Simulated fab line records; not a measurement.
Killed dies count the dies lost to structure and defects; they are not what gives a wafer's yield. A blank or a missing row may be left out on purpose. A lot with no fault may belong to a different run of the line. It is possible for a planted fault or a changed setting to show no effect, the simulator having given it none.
Which tool is to blame? :: flow nand-harc :: 39 wafers from 13 lots sampled at 5 of the route's 1159 steps

== WHAT THE GAUGES READ, wafer by wafer ==
NHARC_THIN_TSV_CD_MEAS_16. Usual: 1000.0 nm for cd-nm, sd 2.
lot: L505
measured: day 18 13:59
on: cd-sem-01
cd-nm (nm): 1000.2 1000.0 999.4
flag: 

lot: L508
measured: day 19 05:44
on: cd-sem-03
cd-nm (nm): 1000.6 999.2 999.8
flag: 

lot: L506
measured: day 19 04:44
on: cd-sem-03
cd-nm (nm): 999.0 999.3 1000.8
flag: 

lot: L510
measured: day 19 08:40
on: cd-sem-03
cd-nm (nm): 998.4 995.6 997.2
flag: 

lot: L511
measured: day 20 01:02
on: cd-sem-03
cd-nm (nm): 1000.5 999.6 999.9
flag: 

lot: L512
measured: day 20 00:05
on: cd-sem-01
cd-nm (nm): 1001.7 1001.1 1004.6
flag: 

lot: L517
measured: day 21 23:05
on: cd-sem-02
cd-nm (nm): 998.3 996.3 997.4
flag: 

lot: L521
measured: day 22 15:35
on: cd-sem-02
cd-nm (nm): 1002.5 1002.3 1000.4
flag: 

lot: L522
measured: day 23 06:40
on: cd-sem-03
cd-nm (nm): 1001.2 997.2 1001.0
flag: 

lot: L524
measured: day 23 05:27
on: cd-sem-01
cd-nm (nm): 1001.4 1001.9 998.5
flag: 

lot: L526
measured: day 23 14:14
on: cd-sem-02
cd-nm (nm): 998.9 1002.2 999.5
flag: 

lot: L528
measured: day 24 05:16
on: cd-sem-02
cd-nm (nm): 997.7 1000.8 1000.0
flag: 

lot: L527
measured: day 24 17:16
on: cd-sem-02
cd-nm (nm): 997.0 998.6 997.0
flag: 

NHARC_THIN_TSV_CD_MEAS_33: the cd target is 5000 nm. Usual: 5001.4 nm for cd-nm, sd 2.1.
lot: L505
measured: day 18 19:00
on: cd-sem-01
cd-nm (nm): 4998.1 5000.9 4998.3
flag: 

lot: L508
measured: day 19 10:51
on: cd-sem-03
cd-nm (nm): 5003.5 5004.2 5005.1
flag: 

lot: L506
measured: day 19 09:44
on: cd-sem-01
cd-nm (nm): 5002.0 5000.0 5000.9
flag: 

lot: L510
measured: day 19 14:06
on: cd-sem-03
cd-nm (nm): 5001.3 5000.3 4999.9
flag: 

lot: L511
measured: day 20 06:38
on: cd-sem-03
cd-nm (nm): 5002.1 5000.5 4998.1
flag: 

lot: L512
measured: day 20 05:20
on: cd-sem-01
cd-nm (nm): 4997.9 4998.8 4997.0
flag: 

lot: L517
measured: day 22 04:08
on: cd-sem-01
cd-nm (nm): 5000.7 4999.0 5001.1
flag: 

lot: L521
measured: day 22 20:47
on: cd-sem-01
cd-nm (nm): 5002.3 5000.3 5000.7
flag: 

lot: L522
measured: day 23 11:40
on: cd-sem-03
cd-nm (nm): 5004.4 5002.0 5001.3
flag: 

lot: L524
measured: day 23 10:25
on: cd-sem-01
cd-nm (nm): 5004.3 5000.0 5002.8
flag: 

lot: L526
measured: day 23 20:10
on: cd-sem-03
cd-nm (nm): 5000.7 5001.6 5000.7
flag: 

lot: L528
measured: day 24 10:16
on: cd-sem-02
cd-nm (nm): 5003.4 5005.1 4999.1
flag: 

lot: L527
measured: day 24 22:18
on: cd-sem-02
cd-nm (nm): 4999.2 5000.4 4996.4
flag: 

NHARC_END_SORT_01. Usual: killed-at-array 27, standard deviation 11; killed-at-other 0.7, standard deviation 1.1; killed-at-periphery 3.4, standard deviation 2.1; killed-dies 31, standard deviation 12; killed-open 3.6, standard deviation 2; killed-short 2.0, standard deviation 1.3.
lot: L517
measured: day 22 14:36
on: prober-02
killed-at-array: 81 55 91
killed-at-other: 1 1 0
killed-at-periphery: 2 2 6
killed-dies: 84 58 97
killed-open: 7 4 3
killed-short: 1 1 1
flag: OFF

lot: L521
measured: day 23 12:23
on: prober-02
killed-at-array: 37 45
killed-at-other: 1 0
killed-at-periphery: 7 6
killed-dies: 45 51
killed-open: 7 2
killed-short: 4 2
flag: 

lot: L522
measured: day 24 03:52
on: prober-01
killed-at-array: 48 46
killed-at-other: 1 0
killed-at-periphery: 8 5
killed-dies: 57 51
killed-open: 7 3
killed-short: 1 0
flag: 

== WHICH TOOL RAN EACH LOT (tool, then ch and the chambers of the sampled wafers, then the start) ==
lot: L505
NHARC_A_WL_FILL_ETCHBACK_04: rie-metal-02 ch 0,1, day 15 00:38
NHARC_THIN_TSV_ETCH_15: rie-si-02 ch 0,1,3, day 18 13:51

lot: L508
NHARC_A_WL_FILL_ETCHBACK_04: rie-metal-01 ch 0,1, day 15 09:41
NHARC_THIN_TSV_ETCH_15: rie-si-02 ch 1,3, day 19 05:37

lot: L506
NHARC_A_WL_FILL_ETCHBACK_04: rie-metal-02 ch 0,1, day 15 12:34
NHARC_THIN_TSV_ETCH_15: rie-si-01 ch 0,1,3, day 19 04:35

lot: L510
NHARC_A_WL_FILL_ETCHBACK_04: rie-metal-03 ch 0,1, day 16 00:37
NHARC_THIN_TSV_ETCH_15: rie-si-02 ch 0,1,2, day 19 08:31

lot: L511
NHARC_A_WL_FILL_ETCHBACK_04: rie-metal-01 ch 0,1, day 16 12:23
NHARC_THIN_TSV_ETCH_15: rie-si-06 ch 0,2, day 20 00:53

lot: L512
NHARC_A_WL_FILL_ETCHBACK_04: rie-metal-02 ch 0,1, day 16 15:13
NHARC_THIN_TSV_ETCH_15: rie-si-02 ch 0,1, day 19 23:57

lot: L517
NHARC_A_WL_FILL_ETCHBACK_04: rie-metal-03 ch 0,1, day 18 07:20
NHARC_THIN_TSV_ETCH_15: rie-si-01 ch 1,2,3, day 21 22:56

lot: L521
NHARC_A_WL_FILL_ETCHBACK_04: rie-metal-02 ch 1, day 18 20:27
NHARC_THIN_TSV_ETCH_15: rie-si-01 ch 0,2, day 22 15:27

lot: L522
NHARC_A_WL_FILL_ETCHBACK_04: rie-metal-01 ch 0,1, day 19 10:20
NHARC_THIN_TSV_ETCH_15: rie-si-01 ch 1,2,3, day 23 06:31

lot: L524
NHARC_A_WL_FILL_ETCHBACK_04: rie-metal-02 ch 0, day 19 15:49
NHARC_THIN_TSV_ETCH_15: rie-si-06 ch 0,1,3, day 23 05:19

lot: L526
NHARC_A_WL_FILL_ETCHBACK_04: rie-metal-01 ch 0,1, day 20 05:11
NHARC_THIN_TSV_ETCH_15: rie-si-02 ch 1,2,3, day 23 14:05

lot: L528
NHARC_A_WL_FILL_ETCHBACK_04: rie-metal-02 ch 0, day 20 17:07
NHARC_THIN_TSV_ETCH_15: rie-si-01 ch 1,3, day 24 05:08

lot: L527
NHARC_A_WL_FILL_ETCHBACK_04: rie-metal-03 ch 0,1, day 20 20:57
NHARC_THIN_TSV_ETCH_15: rie-si-01 ch 0,1,2, day 24 17:08
- NHARC_A_WL_FILL_ETCHBACK_04: etches the open film in NF3, target depth 60 nm, time 120 s.
- NHARC_THIN_TSV_ETCH_15: target depth 3000 nm, bosch target overetch cycles 2, bosch etch step 2.8 s.

== WHAT THE TOOLS THEMSELVES READ (means of the sampled wafers that have a number; where no wafer has one, the mark that the record gives instead) ==
NHARC_A_WL_FILL_ETCHBACK_04. Usual: drypump-motor-current-A 5.76 A, standard deviation 0.23; he-backside-leak-sccm 3.3 sccm, standard deviation 0.34; oes-product-au 0.997 a.u., standard deviation 0.0093.
lot: L505
tool: rie-metal-02
drypump-motor-current-A (A): 5.78
he-backside-leak-sccm (sccm): 3.4
oes-product-au (a.u.): 1.000
flag: 

lot: L508
tool: rie-metal-01
drypump-motor-current-A (A): 5.41
he-backside-leak-sccm (sccm): 3.4
oes-product-au (a.u.): 1.001
flag: 

lot: L506
tool: rie-metal-02
drypump-motor-current-A (A): 5.79
he-backside-leak-sccm (sccm): 3.4
oes-product-au (a.u.): 0.998
flag: 

lot: L510
tool: rie-metal-03
drypump-motor-current-A (A): 5.88
he-backside-leak-sccm (sccm): 3.3
oes-product-au (a.u.): 0.994
flag: 

lot: L511
tool: rie-metal-01
drypump-motor-current-A (A): 5.42
he-backside-leak-sccm (sccm): 3.4
oes-product-au (a.u.): 1.008
flag: 

lot: L512
tool: rie-metal-02
drypump-motor-current-A (A): 5.92
he-backside-leak-sccm (sccm): 3.3
oes-product-au (a.u.): 0.994
flag: 

lot: L517
tool: rie-metal-03
drypump-motor-current-A (A): 5.82
he-backside-leak-sccm (sccm): 3.1
oes-product-au (a.u.): 0.994
flag: 

lot: L521
tool: rie-metal-02
drypump-motor-current-A (A): 6.02
he-backside-leak-sccm (sccm): 2.9
oes-product-au (a.u.): 0.994
flag: 

lot: L522
tool: rie-metal-01
drypump-motor-current-A (A): 5.40
he-backside-leak-sccm (sccm): 3.3
oes-product-au (a.u.): 1.002
flag: 

lot: L524
tool: rie-metal-02
drypump-motor-current-A (A): 5.66
he-backside-leak-sccm (sccm): 3.5
oes-product-au (a.u.): 0.995
flag: 

lot: L526
tool: rie-metal-01
drypump-motor-current-A (A): 5.42
he-backside-leak-sccm (sccm): 3.4
oes-product-au (a.u.): 1.017
flag: 

lot: L528
tool: rie-metal-02
drypump-motor-current-A (A): 5.66
he-backside-leak-sccm (sccm): 3.4
oes-product-au (a.u.): 0.989
flag: 

lot: L527
tool: rie-metal-03
drypump-motor-current-A (A): 5.82
he-backside-leak-sccm (sccm): 3.2
oes-product-au (a.u.): 0.992
flag: 

NHARC_THIN_TSV_ETCH_15. Usual: drypump-motor-current-A 6.0 A, standard deviation 0.5; he-backside-leak-sccm 2.79 sccm, standard deviation 0.26.
lot: L505
tool: rie-si-02
drypump-motor-current-A (A): 6.1
he-backside-leak-sccm (sccm): 2.75
flag: 

lot: L508
tool: rie-si-02
drypump-motor-current-A (A): 6.0
he-backside-leak-sccm (sccm): 2.91
flag: 

lot: L506
tool: rie-si-01
drypump-motor-current-A (A): 6.1
he-backside-leak-sccm (sccm): 2.72
flag: 

lot: L510
tool: rie-si-02
drypump-motor-current-A (A): 6.1
he-backside-leak-sccm (sccm): 2.81
flag: 

lot: L511
tool: rie-si-06
drypump-motor-current-A (A): 6.3
he-backside-leak-sccm (sccm): 2.50
flag: 

lot: L512
tool: rie-si-02
drypump-motor-current-A (A): 6.3
he-backside-leak-sccm (sccm): 2.50
flag: 

lot: L517
tool: rie-si-01
drypump-motor-current-A (A): 5.6
he-backside-leak-sccm (sccm): 2.85
flag: 

lot: L521
tool: rie-si-01
drypump-motor-current-A (A): 5.1
he-backside-leak-sccm (sccm): 2.93
flag: 

lot: L522
tool: rie-si-01
drypump-motor-current-A (A): 5.6
he-backside-leak-sccm (sccm): 2.97
flag: 

lot: L524
tool: rie-si-06
drypump-motor-current-A (A): 6.3
he-backside-leak-sccm (sccm): 2.61
flag: 

lot: L526
tool: rie-si-02
drypump-motor-current-A (A): 6.1
he-backside-leak-sccm (sccm): 2.74
flag: 

lot: L528
tool: rie-si-01
drypump-motor-current-A (A): 5.9
he-backside-leak-sccm (sccm): 3.06
flag: 

lot: L527
tool: rie-si-01
drypump-motor-current-A (A): 5.7
he-backside-leak-sccm (sccm): 2.95
flag: 

== THE ANSWER, worked out from the rows above alone ==
Rule: a lot is off if the mean of its wafers that have a number lies more than 3 standard deviations from the usual mean. A lot without any number at a reading at which 4 lots or more have one is off too. Where the step has rows for the other lots, those lots are counted as sound. The gauges are gone through in route order, then the tools' own readings, and for those a lot's mean is taken as printed above. The first step at which some lot is off is used, and at that step the reading that is off furthest; a lot without a number counts as furthest.
Off, at NHARC_END_SORT_01 on killed-at-array: L517. Neither off nor sound, because the step has no rows for them: L505, L508, L506, L510, L511, L512, L524, L526, L528, L527.
A tool fits if, at a process step before that reading, it ran every lot that is off, and no sound lot after the first of them. The gauges at NHARC_END_SORT_01 are tried like those tools. One fits: NHARC_A_WL_FILL_ETCHBACK_04 on rie-metal-03. It ran no sound lot before its first lot that is off in this sample, so the start can't be narrowed down.

== WHAT THE SIMULATOR HAD INSERTED ==
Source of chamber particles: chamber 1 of rie-metal-03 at NHARC_A_WL_FILL_ETCHBACK_04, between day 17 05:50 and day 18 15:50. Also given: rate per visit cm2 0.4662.
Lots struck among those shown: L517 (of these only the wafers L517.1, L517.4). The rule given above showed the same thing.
